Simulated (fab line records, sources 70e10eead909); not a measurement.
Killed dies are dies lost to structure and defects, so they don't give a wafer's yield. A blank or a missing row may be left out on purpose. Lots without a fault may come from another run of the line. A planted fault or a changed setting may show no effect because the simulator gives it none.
Which tool did it? | flow nand_harc | 14 lots, 42 wafers sampled, at 5 steps of a route of 1302

WHAT THE GAUGES READ, wafer by wafer
NHARC_P_BONDPAD_CD_MEAS_13.
lot  | measured     | on        | cd_nm (nm)
L993 | day 6 17:28  | cd_sem-01 | 502.4 502.5 504.1
L995 | day 7 06:28  | cd_sem-03 | 500.9 501.0 501.6
L996 | day 7 19:01  | cd_sem-01 | 502.7 503.9 503.0
L997 | day 8 04:57  | cd_sem-03 | 505.3 503.0 500.3
L100 | day 9 09:34  | cd_sem-02 | 500.0 497.4 497.7
L102 | day 10 06:55 | cd_sem-03 | 502.1 497.6 497.8
L104 | day 11 01:43 | cd_sem-02 | 502.2 501.1 499.3
L106 | day 12 00:29 | cd_sem-02 | 498.6 496.8 497.8
L108 | day 12 19:14 | cd_sem-02 | 501.4 501.0 498.9
L111 | day 13 21:58 | cd_sem-02 | 502.6 501.2 501.2
L113 | day 15 00:02 | cd_sem-03 | 500.8 501.0 500.0
L114 | day 15 07:07 | cd_sem-01 | 501.7 499.3 500.1
L116 | day 16 12:19 | cd_sem-01 | 504.1 500.6 505.1
L115 | day 16 12:35 | cd_sem-03 | 498.3 499.8 503.3

NHARC_A_ONON_D1_THK_MEAS_02: measures by ellipsometry.
lot  | measured     | on            | thk_nm (nm)
L993 | day 7 20:56  | film_metro-02 | 977 977 978
L995 | day 8 09:43  | film_metro-01 | 1002 1003 1004
L996 | day 8 23:19  | film_metro-01 | 992 990 991
L997 | day 9 07:08  | film_metro-01 | 1013 1013 1013
L100 | day 10 11:03 | film_metro-02 | 995 997 996
L102 | day 11 08:52 | film_metro-01 | 998 997 999
L104 | day 12 01:25 | film_metro-02 | 1001 1000 1001
L106 | day 13 02:35 | film_metro-02 | 1005 1005 1004
L108 | day 13 21:31 | film_metro-02 | 681 679 681
L111 | day 15 00:25 | film_metro-02 | 662 664 662
L113 | day 16 03:23 | film_metro-02 | 1006 1005 1004
L114 | day 16 08:10 | film_metro-02 | 998 997 997
L116 | day 17 13:52 | film_metro-02 | 1005 1007 1004
L115 | day 17 13:57 | film_metro-01 | 997 997 997

NHARC_END_SORT_01.
lot  | measured     | on        | killed_at_array | killed_at_other | killed_at_periphery | killed_dies | killed_open | killed_short
L108 | day 30 14:55 | prober-02 | 674 675 673     | 1 1 0           | 2 1 4               | 677 677 677 | 2 2 7       | 4 1 2
L111 | day 31 06:31 | prober-02 | 672 673 671     | 1 2 1           | 4 2 5               | 677 677 677 | 2 1 4       | 3 4 2

WHICH TOOL RAN EACH LOT (tool, then ch and the chambers of the sampled wafers, then the start)
lot  | NHARC_P_BONDPAD_PVD_27                  | NHARC_A_ONON_D1_DEP_00
L993 | pvd_sputter-02, day 7 20:26 or earlier  | pecvd_onon-04 ch 0, day 7 20:26
L995 | pvd_sputter-01, day 8 09:19 or earlier  | pecvd_onon-04 ch 0, day 8 09:19
L996 | pvd_sputter-01, day 8 22:52 or earlier  | pecvd_onon-01 ch 0, day 8 22:52
L997 | pvd_sputter-02, day 9 06:37 or earlier  | pecvd_onon-02 ch 0, day 9 06:37
L100 | pvd_sputter-02, day 10 10:32 or earlier | pecvd_onon-01 ch 0, day 10 10:32
L102 | pvd_sputter-01, day 11 08:25 or earlier | pecvd_onon-02 ch 0, day 11 08:25
L104 | pvd_sputter-02, day 12 01:05 or earlier | pecvd_onon-04 ch 0, day 12 01:05
L106 | pvd_sputter-02, day 13 02:07 or earlier | pecvd_onon-02 ch 0, day 13 02:07
L108 | pvd_sputter-03, day 13 21:01 or earlier | pecvd_onon-02 ch 0, day 13 21:01
L111 | pvd_sputter-01, day 14 23:55 or earlier | pecvd_onon-02 ch 0, day 14 23:55
L113 | pvd_sputter-02, day 16 02:53 or earlier | pecvd_onon-01 ch 0, day 16 02:53
L114 | pvd_sputter-03, day 16 07:42 or earlier | pecvd_onon-04 ch 0, day 16 07:42
L116 | pvd_sputter-01, day 17 13:28 or earlier | pecvd_onon-01 ch 0, day 17 13:28
L115 | pvd_sputter-02, day 17 13:33 or earlier | pecvd_onon-04 ch 0, day 17 13:33
- NHARC_P_BONDPAD_PVD_27: deposits Cu, target thk 30 nm, time 20.49 s.
- NHARC_A_ONON_D1_DEP_00: target thk 1000 nm.

WHAT THE TOOLS THEMSELVES READ (means of the sampled wafers that have a number; where no wafer has one, the mark that the record gives instead)
NHARC_P_BONDPAD_PVD_27.
lot  | tool           | throttle_valve_pct (%)
L993 | pvd_sputter-02 | 30.8
L995 | pvd_sputter-01 | 30.3
L996 | pvd_sputter-01 | 30.2
L997 | pvd_sputter-02 | 30.2
L100 | pvd_sputter-02 | 30.4
L102 | pvd_sputter-01 | 31.3
L104 | pvd_sputter-02 | 31.4
L106 | pvd_sputter-02 | 30.2
L108 | pvd_sputter-03 | 30.2
L111 | pvd_sputter-01 | 32.0
L113 | pvd_sputter-02 | 31.0
L114 | pvd_sputter-03 | 30.0
L116 | pvd_sputter-01 | 31.0
L115 | pvd_sputter-02 | 30.9

THE ANSWER, worked out from the rows above alone
Rule: what is usual is taken from the lots themselves. Put in order of their means at a reading, lots are off if they are a third of the lots or fewer, leave a main group of 4 or more, and stand apart from it by a gap of 3 or more times the standard deviation of the main group's means; of several such gaps the widest counts. A main group whose means are all the same, to the digits that the tables above print for the reading, isn't used. A lot without any number at a reading at which 4 lots or more have one is off too. The other lots that the step has rows for count as sound. The gauges are gone through in route order, then the tools' own readings, and for those a lot's mean is taken as printed above. The first step at which some lot is off is used, and at that step the reading that is off furthest; a lot without a number counts as furthest.
Off: L108, L111, at NHARC_A_ONON_D1_THK_MEAS_02 (thk_nm). The main group: mean 999 nm, standard deviation 8.5.
A tool fits if, at a process step before that reading, it ran every lot that is off, and no sound lot after the first of them. The gauges at NHARC_A_ONON_D1_THK_MEAS_02 are tried like those tools. NHARC_P_BONDPAD_PVD_27 gives no start for some lots, so the hours and the order of its lots are those of NHARC_A_ONON_D1_DEP_00. One fits: pecvd_onon-02 at NHARC_A_ONON_D1_DEP_00. Its last sound lot is L106 (day 13 02:07), its first lot that is off L108 (day 13 21:01): a fault that began between those two fits.

WHAT THE SIMULATOR HAD PUT IN
Process parameter drift: pecvd_onon-02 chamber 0, from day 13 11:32 on, at NHARC_A_ONON_D1_DEP_00. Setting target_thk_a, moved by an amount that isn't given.
Lots struck among those shown: L108, L111. The rule above found the same.
